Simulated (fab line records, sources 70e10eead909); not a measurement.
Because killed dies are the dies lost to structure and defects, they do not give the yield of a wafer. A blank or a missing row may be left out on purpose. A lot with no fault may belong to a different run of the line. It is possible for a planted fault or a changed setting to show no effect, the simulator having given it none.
Problem report, 8D (eight disciplines) form, completed by code	flow nand_harc	the parts of the form that need people (team, actions taken, sign-off) are left out

## 1. PROBLEM STATEMENT
cd_nm at NHARC_A_SGD_CUT_CD_MEAS_09 reads a mean of 108.3 nm on 6 wafers of 2 lots; wafers without a fault read 100.0 nm with a standard deviation of 0.49. That is +17 standard deviations from the usual mean.
The step: target cd 100 nm.
First observed at day 18 15:29: wafer L240.1, on cd_sem-03. At this step, 36 wafers from 12 lots have a number in the record. By rule, "out" or "out of limits" means more than 4 standard deviations away from the usual mean. The rest of the wafers with a number are treated as sound.

## 2. WHAT THIS IS AND IS NOT
question	is	is not
which readings at this step	cd_nm	-
which lots	L240, L242	L222, L223, L224, L225, L228, L229, L231, L232, L233, L244
which wafers of those lots	all that have a number	-
read on which gauges	cd_sem-01, cd_sem-03	cd_sem-02
when	from day 18 15:29	up to then (27 sound wafers); but 3 sound wafers of L244 came after

## 3. THE SUSPECTS, EACH WITH WHAT RULES IT OUT
Counting: a tool at a process step up to the reading stays a suspect if it ran every lot that is out and no sound lot after the first of them.
- ruled out: the gauge at NHARC_A_SGD_CUT_CD_MEAS_09. Those wafers that are out were read across 2 gauges (cd_sem-01, cd_sem-03).
- arfi_scanner-03 at NHARC_A_SGD_CUT_EXPOSE_06 (exposes mask SGD): kept. Every lot that is out went through it, starting with L240 (day 18 15:21), and after that it ran no sound lot; the last sound lot it ran before then is L225 (day 14 15:34). Out on those wafers are its own readings of exposure_dose_mJ_cm2.
After counting, what remains is arfi_scanner-03 at NHARC_A_SGD_CUT_EXPOSE_06.

## 4. THE CAUSE (what the simulator had put in)
Drift in process parameters on arfi_scanner-03 at NHARC_A_SGD_CUT_EXPOSE_06, starting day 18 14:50. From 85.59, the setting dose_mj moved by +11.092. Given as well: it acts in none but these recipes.
After counting, this tool was the only one left.

## 5. THE CHAIN OF EFFECTS, in route order
Each row: a reading whose mean over the struck wafers that have a number lies more than 3 standard deviations from the usual. Only readings for which the record gives a usual standard deviation are gone through. hours: the time from each lot's start at the first step in this table that gives one to its start at this step, as a median over the lots. sigmas: the change in usual standard deviations.
hours	step	reading	usual	on struck wafers	change	sigmas
0	NHARC_A_SGD_CUT_EXPOSE_06	exposure_dose_mJ_cm2	86.2	95.5	+9.3	+13
0	NHARC_A_SGD_CUT_CD_MEAS_09	cd_nm	100.0 nm	108.3	+8.3	+17
It contains these process steps:
- NHARC_A_SGD_CUT_EXPOSE_06: exposes mask SGD.
At these later measuring or inspecting steps, every struck wafer for which the step has a row has a number for every such reading, and none has moved that far: NHARC_END_SORT_01.

## 6. HOW IT WOULD HAVE BEEN CAUGHT EARLIER
In this record the first reading out of limits at a measuring or inspecting step was taken at day 18 15:29, 1 hour after the fault began at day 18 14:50.
The tool's own readings at NHARC_A_SGD_CUT_EXPOSE_06 were out on every struck wafer that the step has a row for (exposure_dose_mJ_cm2): an alarm limit on them would have fired on the first of those.
Among the 2 lots that are out, L242 began NHARC_A_SGD_CUT_EXPOSE_06 on arfi_scanner-03 after day 18 15:29. Had the tool been put on hold then, it would have been spared.
